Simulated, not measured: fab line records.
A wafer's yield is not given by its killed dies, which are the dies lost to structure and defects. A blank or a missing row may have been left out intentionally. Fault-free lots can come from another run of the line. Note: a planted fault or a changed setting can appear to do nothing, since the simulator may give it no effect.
fab line records	flow nand_harc
record: lots: 24	wafers: 72	last_day: 24
route steps=1159 shown A_STAIRCASE@626 A_SGD_CUT@763
lots with no fault: from the same line, run without faults
start_h: the number of hours between the record's first day and the start of the first shown wafer of the lot	wait_h: hours elapsed since this lot's preceding step	" unchanged from the row above	L1.1+2: a single row standing in for several wafers	- no value, or no start given	* or withheld: withheld	< > ~ a bound
route shown NAME@n: names a module that has steps shown in the file, with the first one's number in the route	usual: mean and standard deviation over wafers with no fault	same: alike in all rows	chamber/n: place in a boat	sites: readings site by site	_std_site: how widely they spread, as a standard deviation	_edge_site: inner sites' mean taken away from outer sites' mean	radius_mm: for every site, how far away it sits from the centre of the wafer	mask NAME#n: copy n	behind: the last tool/chamber to shape the wafer	hold: cause of the lot's hold/its duration in hours/its outcome	device: the n, p or np transistor that did not switch	end of line: tests of these same wafers at the route's end	a step given without rows: its recipe and nothing more	killed: the dies lost at the first sort to structure and to defects; this is not the yield of the wafer	map: dies across one wafer; x = killed, . = not, _ = none there
set.NAME: the run value of the setting; set.NAME@STEP: its run value at that earlier step	model.NAME: the simulator's own value behind a step, which no gauge read
route steps across a sampled set of lots; one table per step, one row per wafer
services: when a tool's chamber went out of use (start_h, in hours from the record's first day, below 0 if earlier), for how many hours, and the reason
== steps ==
step: NHARC_A_STAIRCASE_ETCH_232
recipe: target_depth_a: 1000	time_s: 40.5	ion_energy_ev: 400	c4f8_flow_sccm: 20	o2_flow_sccm: 10	ar_flow_sccm: withheld	rf_w: 600	bias_w: 1000	chemistry: C4F8/O2
usual: oes_product_au: 0.947/0.016	rf_fwd_power_W: 593.4/2.4	rf_vpp_V: 899/4.7
lot.wafer	tool	chamber	start_h	wait_h	oes_product_au	rf_fwd_power_W	rf_hours_counter_h	rf_vpp_V
L074.3	rie_diel-07	2	-	-	0.949	593.0	1	905
L074.4	"	3	"	"	0.938	594.6	1	901
L074.6	"	1	"	"	0.957	592.8	-	901
L075.1	rie_diel-10	3	-	-	0.946	591.0	27	898
L075.4	"	2	"	"	0.946	592.6	28	888
L075.6	"	0	"	"	0.961	596.3	-	898
L076.2	rie_diel-07	2	-	-	0.957	591.1	5	906
L076.3	"	3	"	"	0.947	596.1	6	900
L076.6	"	1	"	"	0.957	587.6	-	902
L078.2	rie_diel-10	1	-	-	0.946	594.2	30	900
L078.5	"	2	"	"	0.950	594.5	-	890
L078.6	"	3	"	"	0.944	594.3	-	898
L077.1	rie_diel-07	0	-	-	0.949	593.5	9	897
L077.4	"	1	"	"	0.931	588.8	8	902
L077.6	"	3	"	"	0.938	598.0	-	902
L079.3	rie_diel-09	1	-	-	0.946	587.9	11	890
L079.4	"	2	"	"	0.943	597.5	11	900
L079.6	"	1	"	"	0.943	588.3	-	890
L081.2	rie_diel-07	0	-	-	0.947	592.4	18	896
L081.1	"	1	"	"	0.923	593.3	16	902
L081.5	"	2	"	"	0.918	591.4	-	903
L080.3	rie_diel-10	0	-	-	0.959	595.4	42	898
L080.2	"	1	"	"	0.972	590.8	42	900
L080.5	"	1	"	"	0.961	593.3	-	902
L083.1	rie_diel-07	1	-	-	0.934	590.8	18	901
L083.4	"	3	"	"	0.938	595.7	20	900
L083.5	"	1	"	"	0.940	593.0	-	902
L082.2	rie_diel-07	2	-	-	0.926	591.3	19	904
L082.4	"	3	"	"	0.937	595.3	20	899
L082.1	"	1	"	"	0.924	588.3	18	901
L084.4	rie_diel-09	1	-	-	0.948	587.3	15	890
L084.3	"	0	"	"	0.941	596.0	9	906
L084.6	"	1	"	"	0.934	588.3	-	890
L087.1	rie_diel-07	1	-	-	0.943	589.4	26	901
L087.3	"	2	"	"	0.929	593.6	28	905
L087.5	"	1	"	"	0.947	588.7	-	902
L086.2	rie_diel-07	1	-	-	0.948	596.3	27	903
L086.1	"	2	"	"	0.935	594.5	28	903
L086.4	"	3	"	"	0.925	596.9	29	900
L085.2	rie_diel-10	2	-	-	0.942	592.2	55	887
L085.1	"	0	"	"	0.940	595.4	55	897
L085.5	"	3	"	"	0.948	590.8	-	897
L088.4	rie_diel-10	0	-	-	0.945	592.4	57	897
L088.3	"	1	"	"	0.953	595.1	56	900
L088.6	"	3	"	"	0.946	593.5	-	898
L091.2	rie_diel-07	0	-	-	0.930	596.2	34	897
L091.3	"	1	"	"	0.957	592.5	33	901
L091.6	"	0	"	"	0.939	595.5	-	897
L090.1	rie_diel-10	0	-	-	0.943	595.6	58	898
L090.2	"	1	"	"	0.938	595.8	58	901
L090.6	"	3	"	"	0.942	592.4	-	898
L089.6	rie_diel-09	2	353.74	-	0.993	595.2	-	900
L089.4	"	3	"	"	1.003	591.8	-	897
L089.5	"	0	"	"	1.013	593.8	-	904
L093.2	rie_diel-09	0	-	-	0.937	595.3	30	905
L093.6	"	3	"	"	0.934	593.9	-	896
L093.5	"	0	"	"	0.941	595.0	-	905
L092.2	rie_diel-07	3	-	-	0.939	596.1	44	901
L092.3	"	2	"	"	0.911	590.9	44	905
L092.6	"	3	"	"	0.943	595.5	-	898
L094.2	rie_diel-07	0	-	-	0.965	596.5	45	898
L094.4	"	1	"	"	0.930	589.9	45	902
L094.1	"	3	"	"	0.959	595.7	48	900
L095.3	rie_diel-10	0	-	-	0.962	590.7	5	896
L095.2	"	2	"	"	0.941	592.7	7	885
L095.4	"	3	"	"	0.959	594.5	6	899
L096.4	rie_diel-09	0	-	-	0.945	594.4	38	904
L096.3	"	1	"	"	0.947	585.6	40	890
L096.1	"	2	"	"	0.944	596.0	46	900
L097.4	rie_diel-09	1	-	-	0.953	589.6	41	890
L097.6	"	1	"	"	0.948	590.6	-	891
L097.5	"	2	"	"	0.946	593.6	-	898
step: NHARC_A_STAIRCASE_ETCH_253
recipe: target_depth_a: 500	time_s: 20.2	ion_energy_ev: 400	c4f8_flow_sccm: 20	o2_flow_sccm: 10	ar_flow_sccm: withheld	rf_w: 600	bias_w: 1000	chemistry: C4F8/O2
usual: oes_product_au: 0.950/0.019	rf_fwd_power_W: 590.4/2.8	rf_vpp_V: 899/4.4
lot.wafer	tool	chamber	start_h	wait_h	oes_product_au	rf_fwd_power_W	rf_hours_counter_h	rf_vpp_V
L074.4	rie_diel-10	1	246.46	0.1	0.921	587.7	24	901
L074.3	"	2	"	"	0.941	588.1	24	888
L074.6	"	2	"	"	0.928	584.3	-	889
L075.4	rie_diel-07	0	258.51	0.1	0.956	593.0	6	898
L075.1	"	1	"	"	0.949	588.6	6	902
L075.6	"	3	"	"	0.954	590.1	-	900
L076.2	rie_diel-07	1	259.16	0.2	0.938	586.1	6	901
L076.3	"	3	"	"	0.930	594.7	7	901
L076.6	"	1	"	"	0.950	588.6	-	901
L078.2	rie_diel-09	2	265.83	0.1	0.987	591.3	2	899
L078.5	"	3	"	"	0.945	589.1	-	897
L078.6	"	0	"	"	0.951	593.8	-	905
L077.4	rie_diel-07	3	267.41	0.1	0.943	594.0	9	900
L077.1	"	2	"	"	0.954	590.9	9	905
L077.6	"	3	"	"	0.944	591.7	-	899
L079.4	rie_diel-07	0	287.85	0.1	0.930	592.3	17	896
L079.3	"	1	"	"	0.923	589.7	16	900
L079.6	"	0	"	"	0.930	593.0	-	896
L081.2	rie_diel-10	2	290.74	0.1	0.953	588.9	42	890
L081.1	"	1	"	"	0.963	588.8	43	901
L081.5	"	3	"	"	0.955	588.4	-	898
L080.2	rie_diel-09	1	291.24	0.1	0.922	586.3	13	891
L080.3	"	0	"	"	0.926	589.6	7	907
L080.5	"	2	"	"	0.933	590.9	-	899
L083.1	rie_diel-09	1	294.40	0.1	0.961	583.3	14	891
L083.4	"	2	"	"	0.961	590.4	15	899
L083.5	"	3	"	"	0.972	589.1	-	899
L082.1	rie_diel-09	3	294.82	0.1	0.950	592.9	14	895
L082.2	"	1	"	"	0.978	583.3	14	891
L082.4	"	2	"	"	0.985	594.1	15	899
L084.4	rie_diel-07	3	300.26	0.1	0.950	592.1	24	900
L084.3	"	0	"	"	0.962	593.0	22	897
L084.6	"	1	"	"	0.978	587.3	-	902
L087.3	rie_diel-07	2	321.33	0.1	0.968	589.2	29	902
L087.1	"	1	"	"	0.972	586.7	27	903
L087.5	"	3	"	"	0.963	591.5	-	900
L086.4	rie_diel-07	3	322.09	0.1	0.948	591.8	29	899
L086.2	"	0	"	"	0.951	590.4	28	898
L086.1	"	2	"	"	0.955	586.9	29	906
L085.2	rie_diel-07	0	344.97	0.1	0.981	593.3	34	899
L085.1	"	1	"	"	0.974	587.8	32	901
L085.5	"	3	"	"	0.968	594.4	-	901
L088.3	rie_diel-07	0	347.12	0.1	0.956	593.8	34	898
L088.4	"	1	"	"	0.966	586.9	33	902
L088.6	"	3	"	"	0.958	593.5	-	900
L090.2	rie_diel-07	0	350.03	0.1	0.985	595.1	36	895
L090.1	"	2	"	"	0.940	590.5	36	904
L090.6	"	0	"	"	0.983	598.3	-	897
L091.2	rie_diel-10	0	350.20	0.1	0.937	590.8	59	897
L091.3	"	1	"	"	0.926	586.7	59	901
L091.6	"	0	"	"	0.926	591.3	-	897
L089.4	rie_diel-07	3	357.93	0.2	0.926	589.7	43	900
L089.6	"	1	"	"	0.938	588.0	-	902
L089.5	"	2	"	"	0.933	591.3	-	903
L093.2	rie_diel-07	2	363.82	0.3	0.916	587.7	44	904
L093.6	"	3	"	"	0.921	594.7	-	900
L093.5	"	0	"	"	0.924	591.0	-	896
L092.2	rie_diel-10	1	363.87	0.1	0.961	590.3	0	900
L092.3	"	2	"	"	0.944	589.2	0	887
L092.6	"	2	"	"	0.936	591.0	-	887
L094.1	rie_diel-07	3	373.09	0.1	0.946	595.9	49	900
L094.2	"	0	"	"	0.966	591.2	47	897
L094.4	"	2	"	"	0.968	587.4	48	905
L095.2	rie_diel-09	2	380.02	0.1	0.956	591.2	46	898
L095.4	"	3	"	"	0.959	590.7	44	900
L095.3	"	1	"	"	0.944	586.1	39	889
L096.4	rie_diel-10	3	383.53	0.1	0.986	584.6	7	898
L096.1	"	0	"	"	0.986	590.5	6	896
L096.3	"	1	"	"	0.963	591.8	8	900
L097.4	rie_diel-09	1	386.40	0.1	0.922	586.0	42	890
L097.5	"	2	"	"	0.920	593.8	-	899
L097.6	"	3	"	"	0.917	593.6	-	897
step: NHARC_A_STAIRCASE_DEP_259
recipe: target_thk_a: 300	target_thk_nm: 30	temp_c: 400	pressure_torr: 3.5	flow_sccm: 200	rf_w: 350	material: SiON
usual: heater_power_w: 758/75	rf_fwd_power_W: 348.5/1
lot.wafer	tool	chamber	start_h	wait_h	heater_power_w	rf_fwd_power_W	since_wet_clean_h
L074.3	pecvd-02	2	249.28	1.0	698	348.0	83
L074.6	"	0	"	"	758	349.4	-
L074.4	"	1	"	"	769	349.2	-
L075.1	pecvd-03	2	261.36	1.6	765	347.9	137
L075.4	"	1	"	"	648	349.2	-
L075.6	"	2	"	"	602	348.7	-
L076.2	pecvd-02	2	261.94	1.3	779	347.6	95
L076.3	"	0	"	"	805	348.0	95
L076.6	"	1	"	"	778	348.4	-
L078.2	pecvd-02	2	268.97	1.3	740	348.0	102
L078.6	"	0	"	"	763	349.7	-
L078.5	"	1	"	"	751	347.7	-
L077.1	pecvd-01	1	272.94	1.6	791	350.5	23
L077.6	"	1	"	"	814	349.3	-
L077.4	"	2	"	"	949	348.1	-
L079.3	pecvd-03	0	290.64	1.0	733	350.4	167
L079.4	"	0	"	"	741	349.6	-
L079.6	"	2	"	"	729	349.4	-
L081.2	pecvd-02	0	294.63	1.4	773	347.9	128
L081.1	"	1	"	"	816	350.7	128
L081.5	"	0	"	"	769	348.1	-
L080.2	pecvd-02	1	296.17	1.9	757	350.0	130
L080.3	"	0	"	"	789	347.4	130
L080.5	"	1	"	"	760	349.6	-
L083.1	pecvd-01	1	299.33	1.6	740	347.7	49
L083.4	"	2	"	"	953	348.4	-
L083.5	"	0	"	"	761	346.6	-
L082.2	pecvd-01	1	300.13	1.3	738	348.7	50
L082.1	"	2	"	"	944	348.9	50
L082.4	"	2	"	"	958	348.9	-
L084.3	pecvd-01	2	308.66	0.9	929	347.1	59
L084.4	"	0	"	"	730	349.3	-
L084.6	"	1	"	"	699	347.6	-
L087.1	pecvd-02	1	324.19	1.7	778	349.5	158
L087.3	"	0	"	"	762	348.9	158
L087.5	"	0	"	"	780	349.2	-
L086.1	pecvd-02	0	325.06	1.7	724	351.6	159
L086.2	"	1	"	"	770	346.9	159
L086.4	"	2	"	"	790	349.4	-
L085.2	pecvd-02	1	348.51	1.3	774	349.9	1
L085.1	"	2	"	"	671	348.5	1
L085.5	"	0	"	"	754	350.8	-
L088.3	pecvd-01	1	349.85	0.9	815	349.3	100
L088.6	"	2	"	"	958	348.8	-
L088.4	"	0	"	"	698	347.8	-
L090.2	pecvd-02	1	352.81	1.3	815	348.9	5
L090.1	"	2	"	"	702	349.0	5
L090.6	"	1	"	"	784	348.1	-
L091.3	pecvd-02	0	352.98	1.0	752	348.5	5
L091.2	"	1	"	"	802	348.0	6
L091.6	"	0	"	"	726	349.2	-
L089.4	pecvd-02	0	362.81	0.7	775	348.1	-
L089.5	"	1	"	"	744	347.2	-
L089.6	"	2	"	"	705	349.3	-
L093.2	pecvd-02	2	368.21	1.3	725	349.0	21
L093.5	"	1	"	"	805	350.1	-
L093.6	"	0	"	"	674	349.7	-
L092.2	pecvd-02	0	369.46	1.3	652	348.0	22
L092.3	"	1	"	"	699	349.9	22
L092.6	"	1	"	"	697	348.9	-
L094.1	pecvd-03	2	381.16	1.6	755	348.3	76
L094.2	"	1	"	"	634	348.3	76
L094.4	"	2	"	"	781	347.7	-
L095.2	pecvd-02	2	383.95	1.6	678	347.0	36
L095.4	"	2	"	"	678	345.6	-
L095.3	"	1	"	"	710	349.7	-
L096.1	pecvd-01	1	387.53	1.9	834	348.1	137
L096.3	"	2	"	"	845	349.1	-
L096.4	"	1	"	"	827	347.6	-
L097.6	pecvd-03	1	389.21	0.1	623	347.5	-
L097.5	"	2	"	"	788	347.9	-
L097.4	"	0	"	"	845	350.0	-
step: NHARC_A_STAIRCASE_DEP_417
recipe: target_thk_a: 600	step_coverage_pct: 20	temp_c: 400	target_thk_nm: 60	flow_sccm: 200	rf_w: 450	material: Si3N4
usual: heater_power_w: 729/75	rf_fwd_power_W: 449.2/1.5
lot.wafer	tool	chamber	start_h	wait_h	heater_power_w	rf_fwd_power_W	since_wet_clean_h
L074.3	pecvd-03	1	260.50	-	691	447.1	137
L074.4	"	0	"	"	778	448.8	-
L074.6	"	1	"	"	701	449.0	-
L075.1	pecvd-01	2	271.80	-	863	451.8	22
L075.4	"	2	"	"	889	453.3	-
L075.6	"	1	"	"	678	448.6	-
L076.3	pecvd-02	2	272.85	-	695	450.0	106
L076.2	"	1	"	"	765	451.3	106
L076.6	"	2	"	"	710	449.6	-
L078.2	pecvd-01	2	280.82	-	879	449.0	31
L078.5	"	0	"	"	683	448.2	-
L078.6	"	2	"	"	866	450.0	-
L077.1	pecvd-03	2	285.59	-	645	448.6	162
L077.4	"	2	"	"	653	448.4	-
L077.6	"	0	"	"	647	448.6	-
L079.3	pecvd-01	1	303.31	-	655	448.7	53
L079.6	"	1	"	"	665	450.0	-
L079.4	"	0	"	"	740	450.9	-
L081.1	pecvd-01	0	309.30	-	674	449.1	59
L081.2	"	1	"	"	768	449.4	59
L081.5	"	0	"	"	697	450.2	-
L080.2	pecvd-01	2	314.62	-	865	450.0	65
L080.3	"	1	"	"	725	452.1	65
L080.5	"	0	"	"	695	448.1	-
L083.1	pecvd-03	2	315.70	-	737	447.2	11
L083.5	"	0	"	"	784	448.7	-
L083.4	"	1	"	"	633	449.1	-
L082.2	pecvd-01	2	316.04	-	809	449.7	66
L082.1	"	0	"	"	723	448.1	66
L082.4	"	2	"	"	822	451.0	-
L084.3	pecvd-02	0	319.83	-	653	450.5	153
L084.6	"	1	"	"	718	449.1	-
L084.4	"	2	"	"	746	449.3	-
L087.1	pecvd-03	2	336.08	-	722	449.3	31
L087.3	"	0	"	"	815	449.5	31
L087.5	"	2	"	"	723	449.8	-
L086.1	pecvd-03	2	337.15	-	669	450.2	32
L086.2	"	0	"	"	815	448.9	32
L086.4	"	1	"	"	701	447.5	-
L085.2	pecvd-03	2	360.67	-	647	445.4	55
L085.1	"	1	"	"	683	451.2	56
L085.5	"	0	"	"	791	448.1	-
L088.4	pecvd-03	2	365.16	-	692	447.2	-
L088.3	"	0	"	"	808	448.1	-
L088.6	"	0	"	"	806	448.0	-
L091.2	pecvd-03	2	367.68	-	679	447.0	62
L091.3	"	2	"	"	686	447.1	-
L091.6	"	0	"	"	795	448.8	-
L090.2	pecvd-01	2	371.24	-	820	448.4	121
L090.1	"	1	"	"	807	451.3	121
L090.6	"	2	"	"	837	447.3	-
L089.4	pecvd-03	2	374.90	-	650	449.3	-
L089.6	"	0	"	"	787	447.9	-
L089.5	"	2	"	"	639	448.4	-
L093.2	pecvd-01	2	381.01	-	870	450.1	131
L093.5	"	2	"	"	907	449.8	-
L093.6	"	1	"	"	757	447.0	-
L092.2	pecvd-02	2	383.28	-	678	448.9	36
L092.3	"	1	"	"	722	450.2	-
L092.6	"	1	"	"	736	450.2	-
L094.2	pecvd-02	1	391.32	-	773	449.5	44
L094.1	"	2	"	"	642	449.3	44
L094.4	"	1	"	"	758	449.8	-
L095.2	pecvd-02	2	394.62	-	591	450.2	47
L095.3	"	1	"	"	786	449.5	-
L095.4	"	2	"	"	602	447.9	-
L096.3	pecvd-02	0	398.99	-	754	451.2	52
L096.1	"	1	"	"	690	450.0	52
L096.4	"	2	"	"	642	448.4	-
L097.4	pecvd-03	0	401.81	-	818	448.9	-
L097.5	"	1	"	"	694	449.6	-
L097.6	"	2	"	"	678	449.1	-
step: NHARC_A_STAIRCASE_DEP_322
recipe: target_thk_a: 38000	temp_c: 400	target_thk_nm: 3800	teos_flow_sccm: 200	rf_w: 500	material: SiO2
usual: heater_power_w: 663/81	rf_fwd_power_W: 499.5/1.6
lot.wafer	tool	chamber	start_h	wait_h	heater_power_w	rf_fwd_power_W	since_wet_clean_h
L074.3	pecvd-01	2	277.80	0.3	737	501.5	28
L074.6	"	1	"	"	652	498.5	-
L074.4	"	2	"	"	726	501.8	-
L076.3	pecvd-02	1	293.53	0.1	771	499.4	127
L076.2	"	2	"	"	712	499.8	127
L076.6	"	2	"	"	589	500.4	-
L075.1	pecvd-01	1	293.67	0.2	774	501.3	44
L075.6	"	0	"	"	582	499.7	-
L075.4	"	2	"	"	748	498.6	-
L078.2	pecvd-01	0	302.46	0.7	612	501.1	52
L078.5	"	1	"	"	632	501.6	-
L078.6	"	2	"	"	731	496.6	-
L077.1	pecvd-02	0	302.62	0.8	632	498.6	136
L077.6	"	1	"	"	612	500.8	-
L077.4	"	0	"	"	603	501.2	-
L081.1	pecvd-02	2	330.52	0.1	734	500.7	164
L081.2	"	0	"	"	723	499.1	164
L081.5	"	2	"	"	604	502.3	-
L079.3	pecvd-01	2	330.52	0.1	835	499.4	81
L079.4	"	2	"	"	751	498.3	-
L079.6	"	0	"	"	584	498.8	-
L082.1	pecvd-01	1	338.63	0.1	797	499.8	89
L082.2	"	2	"	"	801	497.8	89
L082.4	"	1	"	"	645	501.6	-
L083.1	pecvd-03	0	338.64	0.1	668	501.2	34
L083.5	"	0	"	"	635	498.3	-
L083.4	"	2	"	"	589	496.8	-
L080.2	pecvd-01	1	339.19	0.6	676	498.7	89
L080.3	"	2	"	"	893	501.6	89
L080.5	"	1	"	"	629	497.9	-
L084.3	pecvd-01	1	344.69	0.2	744	499.5	95
L084.4	"	0	"	"	587	498.3	-
L084.6	"	1	"	"	653	499.4	-
L087.3	pecvd-03	0	356.93	0.1	681	499.2	52
L087.1	"	1	"	"	543	499.5	52
L087.5	"	0	"	"	640	500.6	-
L086.1	pecvd-01	0	357.01	0.2	661	499.1	107
L086.2	"	1	"	"	699	501.6	107
L086.4	"	2	"	"	735	498.5	-
L085.2	pecvd-02	1	381.38	0.2	735	502.1	34
L085.1	"	2	"	"	687	499.2	34
L085.5	"	1	"	"	607	497.9	-
L091.2	pecvd-02	2	384.41	0.2	670	501.8	37
L091.3	"	2	"	"	557	502.4	-
L091.6	"	1	"	"	620	496.9	-
L088.4	pecvd-01	2	384.58	0.3	729	501.7	-
L088.3	"	1	"	"	651	499.4	-
L088.6	"	1	"	"	637	500.6	-
L090.2	pecvd-03	2	391.49	0.2	654	500.6	86
L090.1	"	0	"	"	793	501.7	86
L090.6	"	0	"	"	644	497.2	-
L089.4	pecvd-01	1	391.81	0.5	623	496.8	-
L089.6	"	2	"	"	735	500.7	-
L089.5	"	1	"	"	647	496.9	-
L092.3	pecvd-03	1	401.96	0.1	669	500.1	97
L092.2	"	2	"	"	661	500.5	97
L092.6	"	0	"	"	641	497.6	-
L093.2	pecvd-01	1	402.15	0.3	748	500.0	152
L093.6	"	0	"	"	566	496.4	-
L093.5	"	1	"	"	640	496.5	-
L094.2	pecvd-03	2	418.48	0.1	647	498.8	113
L094.1	"	1	"	"	597	498.0	114
L094.4	"	2	"	"	583	498.2	-
L095.2	pecvd-02	1	418.48	0.1	702	497.2	71
L095.3	"	2	"	"	672	499.3	71
L095.4	"	2	"	"	539	499.7	-
L096.1	pecvd-03	2	419.04	0.6	699	499.9	114
L096.3	"	0	"	"	776	498.7	114
L096.4	"	2	"	"	577	499.6	-
L097.6	pecvd-02	0	419.34	0.9	571	500.2	-
L097.5	"	1	"	"	600	499.9	-
L097.4	"	2	"	"	557	499.2	-
step: NHARC_A_SGD_CUT_ETCH_59
recipe: target_depth_a: 2600	over_etch_frac: 0.25	time_s: 406.25	ion_energy_ev: 200	n2_flow_sccm: 150	h2_flow_sccm: 150	ar_flow_sccm: 0	rf_w: 400	bias_w: 150	chemistry: N2/H2
usual: drypump_motor_current_A: 5.90/0.26	h2_flow_sccm: 150.0/0.4	oes_product_au: 0.998/0.011	rf_fwd_power_W: 399.1/1.1	rf_vpp_V: 431.1/2.8	showerhead_plenum_p_Torr: 2.07/0.097	throttle_valve_pct: 14.170/0.0088
same: over_etch_frac: 0.25
lot.wafer	tool	chamber	start_h	wait_h	drypump_motor_current_A	h2_flow_sccm	oes_product_au	rf_fwd_power_W	rf_hours_counter_h	rf_vpp_V	showerhead_plenum_p_Torr	throttle_valve_pct
L074.3	rie_diel-02	3	-	-	6.04	149.2	1.005	398.9	17	433.9	2.16	14.176
L074.4	"	2	"	"	5.70	150.4	1.009	399.8	18	428.2	1.98	14.171
L074.6	"	3	"	"	6.04	149.7	1.019	397.5	-	434.6	2.16	14.165
L076.3	rie_diel-05	2	-	-	6.14	150.1	1.003	398.9	10	429.0	1.99	14.156
L076.2	"	1	"	"	5.53	149.8	0.993	399.2	9	427.5	1.91	14.183
L076.6	"	2	"	"	6.13	150.1	0.999	398.8	-	429.0	1.99	14.156
L075.4	rie_diel-13	2	-	-	5.72	150.5	0.997	399.8	3	430.5	2.02	14.175
L075.1	"	0	"	"	5.67	149.9	1.012	399.5	4	428.9	1.99	14.171
L075.6	"	3	"	"	6.17	149.8	1.010	397.8	-	433.4	2.19	14.153
L077.4	rie_diel-05	3	-	-	5.69	150.1	1.002	399.8	9	431.6	2.14	14.163
L077.1	"	1	"	"	5.49	150.6	0.992	400.2	10	427.1	1.91	14.150
L077.6	"	3	"	"	5.68	150.4	0.995	397.9	-	433.6	2.13	14.165
L078.2	rie_diel-13	1	-	-	5.68	150.0	0.991	399.6	6	433.4	2.17	14.185
L078.6	"	0	"	"	5.65	149.9	1.004	400.3	-	430.3	1.98	14.160
L078.5	"	1	"	"	5.69	150.6	0.987	399.1	-	432.8	2.17	14.171
L081.1	rie_diel-05	2	-	-	6.15	149.9	1.000	399.6	1	428.5	1.99	14.173
L081.2	"	0	"	"	6.15	150.1	0.988	400.0	1	435.0	2.18	14.164
L081.5	"	2	"	"	6.18	150.6	1.010	399.3	-	429.2	1.99	14.174
L082.4	rie_diel-02	3	-	-	6.11	149.8	1.006	399.1	2	434.4	2.16	14.184
L082.2	"	0	"	"	5.83	149.9	0.992	398.0	2	434.1	2.18	14.179
L082.1	"	1	"	"	6.35	150.3	0.994	398.0	1	429.0	1.99	14.176
L079.4	rie_diel-13	0	-	-	5.64	150.1	1.014	399.7	9	427.0	1.98	14.177
L079.3	"	2	"	"	5.72	149.8	0.996	400.8	8	429.4	2.02	14.170
L079.6	"	0	"	"	5.65	150.4	1.014	399.1	-	431.1	1.98	14.161
L083.4	rie_diel-05	0	-	-	6.18	149.9	0.999	399.4	1	434.4	2.18	14.179
L083.1	"	2	"	"	6.15	150.7	1.013	399.3	1	428.4	1.99	14.161
L083.5	"	1	"	"	5.52	149.5	1.005	398.0	-	428.1	1.91	14.180
L080.2	rie_diel-02	3	-	-	6.07	149.8	1.017	399.1	2	432.7	2.16	14.170
L080.3	"	0	"	"	5.85	149.5	0.988	399.8	2	433.9	2.18	14.168
L080.5	"	3	"	"	6.14	149.6	0.996	397.6	-	431.4	2.16	14.163
L084.3	rie_diel-05	1	-	-	5.54	150.6	1.001	398.9	2	426.1	1.91	14.172
L084.4	"	0	"	"	6.15	149.9	0.980	399.4	2	432.8	2.18	14.173
L084.6	"	1	"	"	5.53	150.4	1.007	399.8	-	426.1	1.91	14.181
L086.1	rie_diel-02	3	-	-	6.06	149.7	1.008	397.5	4	432.8	2.16	14.166
L086.4	"	0	"	"	5.86	149.3	0.988	397.7	4	433.9	2.18	14.160
L086.2	"	1	"	"	6.39	150.1	1.000	399.4	4	431.0	1.99	14.170
L087.1	rie_diel-05	1	-	-	5.51	149.3	1.001	399.3	3	426.2	1.91	14.153
L087.3	"	0	"	"	6.20	150.2	0.985	398.2	3	434.5	2.18	14.174
L087.5	"	2	"	"	6.16	149.4	1.004	398.7	-	428.5	1.99	14.168
L085.1	rie_diel-02	2	-	-	5.73	150.4	0.992	398.8	7	429.9	1.97	14.176
L085.2	"	3	"	"	6.06	151.2	1.003	398.3	7	432.4	2.16	14.175
L085.5	"	1	"	"	6.36	150.0	1.001	398.2	-	427.7	1.99	14.187
L088.3	rie_diel-13	2	-	-	5.72	150.3	0.987	400.7	12	429.8	2.02	14.160
L088.4	"	3	"	"	6.18	150.8	1.002	400.5	15	434.4	2.19	14.168
L088.6	"	0	"	"	5.64	149.3	1.007	399.9	-	429.3	1.98	14.173
L091.2	rie_diel-05	2	-	-	6.15	149.9	1.003	398.9	4	429.4	1.99	14.160
L091.3	"	3	"	"	5.68	150.9	0.981	399.5	4	432.2	2.13	14.166
L091.6	"	2	"	"	6.17	150.6	1.012	397.9	-	429.0	1.99	14.176
L090.1	rie_diel-05	2	-	-	6.20	150.2	1.012	398.6	5	429.5	1.99	14.173
L090.2	"	3	"	"	5.70	150.4	0.979	399.0	5	431.8	2.13	14.179
L090.6	"	0	"	"	6.15	149.6	1.004	400.2	-	435.0	2.17	14.172
L089.4	rie_diel-13	1	-	-	5.72	149.8	0.980	397.6	14	434.1	2.16	14.172
L089.6	"	1	"	"	5.71	149.7	0.983	399.8	-	431.6	2.16	14.167
L089.5	"	2	"	"	5.72	150.5	0.989	401.8	-	429.5	2.02	14.179
L093.2	rie_diel-05	1	-	-	5.50	150.1	1.003	399.9	5	426.6	1.91	14.185
L093.5	"	1	"	"	5.51	149.8	1.011	398.0	-	427.4	1.91	14.178
L093.6	"	2	"	"	6.18	149.9	1.002	400.9	-	429.0	1.99	14.159
L092.2	rie_diel-02	2	-	-	5.70	150.0	0.991	399.7	10	428.4	1.97	14.184
L092.3	"	3	"	"	6.12	149.6	1.015	398.6	10	433.1	2.15	14.170
L092.6	"	3	"	"	6.09	149.7	1.018	399.3	-	434.5	2.15	14.159
L094.4	rie_diel-05	2	-	-	6.16	149.8	1.010	401.3	7	428.5	1.99	14.176
L094.2	"	3	"	"	5.68	150.8	0.983	398.8	7	432.6	2.13	14.172
L094.1	"	0	"	"	6.21	150.2	0.996	397.5	7	434.1	2.17	14.184
L097.4	rie_diel-13	3	-	-	6.19	151.0	1.014	399.9	18	434.1	2.19	14.177
L097.6	"	2	"	"	5.72	149.6	1.000	398.7	-	429.2	2.02	14.168
L097.5	"	3	"	"	6.18	150.2	1.007	398.6	-	434.7	2.19	14.149
L095.3	rie_diel-02	3	-	-	6.07	149.7	1.016	400.2	11	433.7	2.15	14.168
L095.2	"	0	"	"	5.85	150.2	0.981	399.2	10	434.1	2.17	14.154
L095.4	"	1	"	"	6.40	149.4	0.994	398.2	11	428.8	1.99	14.167
L096.1	rie_diel-13	2	-	-	5.69	149.4	0.991	397.8	15	430.0	2.02	14.167
L096.3	"	0	"	"	5.65	150.2	1.021	400.4	17	428.6	1.98	14.175
L096.4	"	1	"	"	5.69	149.8	0.988	398.4	17	435.2	2.16	14.168
== services ==
tool	chamber	start_h	hours	kind
rie_diel-07	-	228.25	9.0	pm
pecvd-01	-	237.11	13.0	pm
rie_diel-07	-	245.11	0.2	repair
rie_diel-09	-	254.17	9.0	pm
pecvd-01	-	264.26	2.1	repair
rie_diel-10	3	270.08	9.6	repair
rie_diel-05	1	278.00	2.8	repair
rie_diel-10	0	290.46	1.5	repair
pecvd-03	-	292.23	13.0	pm
pecvd-02	-	300.15	1.2	repair
rie_diel-10	-	304.83	1.8	repair
pecvd-03	-	321.24	4.4	repair
pecvd-02	-	334.53	13.0	pm
rie_diel-05	-	336.11	1.2	repair
rie_diel-05	-	340.60	9.0	pm
rie_diel-10	-	353.62	9.0	pm
pecvd-01	0	363.24	29.6	repair
pecvd-03	1	364.95	9.8	repair
rie_diel-05	1	404.34	19.3	repair
rie_diel-07	-	405.48	9.0	pm
pecvd-01	-	418.11	13.0	pm
rie_diel-05	0	421.02	11.1	repair
rie_diel-10	-	424.08	0.6	repair
rie_diel-09	-	431.17	9.0	pm
== key ==
fault none
